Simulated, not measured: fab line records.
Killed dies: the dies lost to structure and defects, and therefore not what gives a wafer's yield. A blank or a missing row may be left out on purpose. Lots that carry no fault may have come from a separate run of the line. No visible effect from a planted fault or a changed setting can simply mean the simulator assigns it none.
Lot-split experiment + flow n5_finfet + 21 wafers read from 7 lots, route of 1938 steps

## THE SPLIT ITSELF
At N5_BEOL_M2_COAT_62 (time 60 s, resist thk 12 nm), the setting spin_rpm was moved away from the recipe's 1500 rpm on 6 of the 21 wafers read, by -6.8% to +10.9%. For the rest of the wafers, this setting stayed at what the recipe calls for.

## FROM THE SPLIT TO THE READING: what the file shows between them, 4 steps
- N5_BEOL_M2_COAT_73: time 60 s, resist thk 5 nm
- N5_BEOL_M2_COAT_05: resist thk 30 nm
- N5_BEOL_M2_DESCUM_16: chemistry O2, time 7 s
- N5_BEOL_M2_ETCH_74: etches underlayer in N2/H2, target depth 6.5 nm, time 5.2 s

## THE READING
etch.depth_nm (the simulator's own value, which no gauge read), in nm, at N5_BEOL_M2_ETCH_63 (etches SiARC in CF4, target depth 15.6 nm, time 26 s). There is no usual value for it anywhere in the file. Across the 15 wafers here that went through the recipe, the average is 12.05 nm and the standard deviation 0.035 nm.

| wafer  | tool, chamber at the split | spin_rpm as run, rpm | against the recipe | etch.depth_nm, nm | against lot-mates on the recipe |
|--------|----------------------------|----------------------|--------------------|-------------------|---------------------------------|
| L075.1 | litho_track-05, 0          | 1500                 | recipe             | 12.07             | -                               |
| L075.2 | litho_track-05, 0          | 1500                 | recipe             | 12.07             | -                               |
| L075.3 | litho_track-05, 0          | 1500                 | recipe             | 12.1              | -                               |
| L076.3 | litho_track-05, 0          | 1500                 | recipe             | 11.99             | -                               |
| L076.4 | litho_track-05, 0          | 1500                 | recipe             | 12.04             | -                               |
| L076.6 | litho_track-05, 0          | 1500                 | recipe             | 12.02             | -                               |
| L081.1 | litho_track-05, 0          | 1664                 | +10.9%             | 11.48             | -0.61                           |
| L081.2 | litho_track-05, 0          | 1500                 | recipe             | 12.1              | -                               |
| L081.3 | litho_track-05, 0          | 1500                 | recipe             | 12.09             | -                               |
| L083.1 | litho_track-03, 0          | 1500                 | recipe             | 12.03             | -                               |
| L083.3 | litho_track-03, 0          | 1500                 | recipe             | 12.03             | -                               |
| L083.2 | litho_track-03, 0          | 1500                 | recipe             | 12.05             | -                               |
| L086.3 | litho_track-03, 0          | 1500                 | recipe             | 12.11             | -                               |
| L086.4 | litho_track-03, 0          | 1398                 | -6.8%              | 12.51             | +0.40                           |
| L086.6 | litho_track-03, 0          | 1398                 | -6.8%              | 12.49             | +0.38                           |
| L089.1 | litho_track-05, 0          | 1653                 | +10.2%             | 11.41             | no lot-mate on the recipe       |
| L089.3 | litho_track-05, 0          | 1653                 | +10.2%             | 11.45             | no lot-mate on the recipe       |
| L089.4 | litho_track-05, 0          | 1653                 | +10.2%             | 11.43             | no lot-mate on the recipe       |
| L090.4 | litho_track-03, 0          | 1500                 | recipe             | 12.04             | -                               |
| L090.5 | litho_track-03, 0          | 1500                 | recipe             | 12.02             | -                               |
| L090.6 | litho_track-03, 0          | 1500                 | recipe             | 12.02             | -                               |

FIT RESULTS
A straight line over all 21 wafers: etch.depth_nm changes by -0.0602 nm for each +1% of spin_rpm; r = -0.99; the points scatter about the line by 0.039 nm.
The same after taking each lot's own level away (the mean of its wafers on the recipe; 18 wafers): -0.0567 nm for each +1%; r = -1.00; scatter 0.013 nm.
Per that fit: largest spin_rpm move, reading shift of 0.62 nm.
The lots' own levels span 12.017 to 12.110 nm, that is 2.7 times the standard deviation above.
Consequently the slope shifts little with the lot-to-lot level, the two slopes agreeing.
Check: with one of the wafers moved furthest among these (+10.9%) left out of the fit, the line predicts -0.627 nm for it against its lot-mates. Against them it came out at -0.615 nm.

## THESE WAFERS: OTHER SPLITS
Other splits were also applied to these wafers ahead of the reading. Each is held against what the fit with the lots' levels taken away leaves over:
| other split on the same wafers    | wafers away from the commonest value | r with etch.depth_nm (lot level and that fit taken away) |
|-----------------------------------|--------------------------------------|----------------------------------------------------------|
| N5_BEOL_M0_CUTY_EXPOSE_54 dose_mj | 6                                    | +0.29                                                    |
| N5_BEOL_M0_ETCH_109 bias_w        | 8                                    | -0.37                                                    |
| N5_BEOL_M1_CMP_52 down_force_psi  | 6                                    | +0.37                                                    |
| N5_BEOL_M2_COAT_61 spin_rpm       | 7                                    | +0.02                                                    |

## THE WHOLE CHAIN: every reading that the file lists as answering this split, in the file's order
| step               | what it does                                         | reading                                                                          | change (the file's fit)                | r (the file's) |
|--------------------|------------------------------------------------------|----------------------------------------------------------------------------------|----------------------------------------|----------------|
| N5_BEOL_M2_COAT_62 | time 60 s, resist thk 12 nm                          | SiARC_of_BEOL_M2_COAT_62.thk_nm (the simulator's own value, which no gauge read) | -0.0519 nm for each +1% of the setting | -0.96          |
| N5_BEOL_M2_ETCH_63 | etches SiARC in CF4, target depth 15.6 nm, time 26 s | etch.depth_nm (the simulator's own value, which no gauge read)                   | -0.0561 nm for each +1% of the setting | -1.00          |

## THE FILE'S OWN FIT
etch.depth_nm changes by -0.0561 nm for each +1% of spin_rpm, r = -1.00.
